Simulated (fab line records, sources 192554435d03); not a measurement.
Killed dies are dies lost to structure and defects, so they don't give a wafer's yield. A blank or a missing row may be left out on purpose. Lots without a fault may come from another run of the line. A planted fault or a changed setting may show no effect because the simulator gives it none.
A struck lot beside a sound one | flow n5_finfet | 14 steps out of a route of 1938
Sound: wafers L178.1, L178.4, L178.6. Struck: wafers L189.2, L189.3, L189.6. The cause comes at the end.
At each step with rows: each side's tool, then ch and its chambers, then its first start. Under that, the readings that differ: sound wafers | struck wafers | difference of the means | sigmas: that difference in standard deviations of wafers without a fault.
alike: readings whose means differ by less than 2 such deviations, and words and numbers that are the same on both sides. not compared: withheld readings, readings that some wafer has no value for, bounds like >300 that may hide the same value, and numbers for which the record gives no deviation and whose values overlap.
The two part at a step that has a row with sigmas, a row that says differs or no value, or rows on one side only. Numbers that don't overlap but have no deviation are shown without sigmas and don't part them. A reading that every wafer of one side lacks parts them only if that side has two wafers or more.

N5_PASSIVATION_ETCH_59: etches TaN in Cl2/BCl3, target depth 65 nm, time 34.9 s.
  sound on rie_metal-03 ch 0,1, day 14 09:13; struck on rie_metal-01 ch 0,1, day 17 21:48
  alike: drypump_motor_current_A, oes_product_au, throttle_valve_pct
  not compared: rf_hours_counter_h
N5_PASSIVATION_STRIP_34: strips in O2.
  sound on rie_diel-04 ch 1,2, day 14 09:20; struck on rie_diel-02 ch 0,2, day 17 21:57
  alike: drypump_motor_current_A, oes_product_au, rf_vpp_V, showerhead_plenum_p_Torr, throttle_valve_pct
  not compared: rf_hours_counter_h
then, 4 steps without rows for these wafers: N5_PASSIVATION_STRIP_51 (strips in post etch residue remover, time 1200 s); N5_PASSIVATION_CLEAN_69 (cleans in IPA, time 180 s); N5_PASSIVATION_SRD_70 (time 30 s); N5_PASSIVATION_PECVD_53 (deposits SiO2 from TEOS/O2, target thk 800 nm, time 169.4 s).
N5_PASSIVATION_PECVD_35: deposits SiNx from SiH4/NH3/N2, target thk 700 nm, time 151.3 s.
  sound on pecvd-04 ch 0,2, day 14 09:56; struck on pecvd-04 ch 1,2, day 17 22:34
  alike: heater_power_w, showerhead_plenum_p_Torr, throttle_valve_pct
then, 5 steps without rows for these wafers: N5_PASSIVATION_HMDS_37 (time 60 s); N5_PASSIVATION_COAT_38; N5_PASSIVATION_EBR_40; N5_PASSIVATION_SOFTBAKE_39 (time 120 s); N5_PASSIVATION_EXPOSE_41 (exposes mask PASS OPEN, defocus 0 nm, target cd 40000 nm).
N5_PASSIVATION_PEB_42:
  sound on litho_track-05 ch 0, day 14 10:23; struck on litho_track-02, day 17 22:52
  reading         | sound          | struck | difference                    | sigmas
  exhaust_pa (Pa) | 44.4 45.3 45.5 | - - -  | no value on the struck wafers |
  not compared: chill_plate_temp_C
then, 1 step without rows for these wafers: N5_PASSIVATION_DEVELOP_43 (develop time 60 s).

WHERE THEY PART
Only at N5_PASSIVATION_PEB_42, within this record.

WHY: what the simulator had put in
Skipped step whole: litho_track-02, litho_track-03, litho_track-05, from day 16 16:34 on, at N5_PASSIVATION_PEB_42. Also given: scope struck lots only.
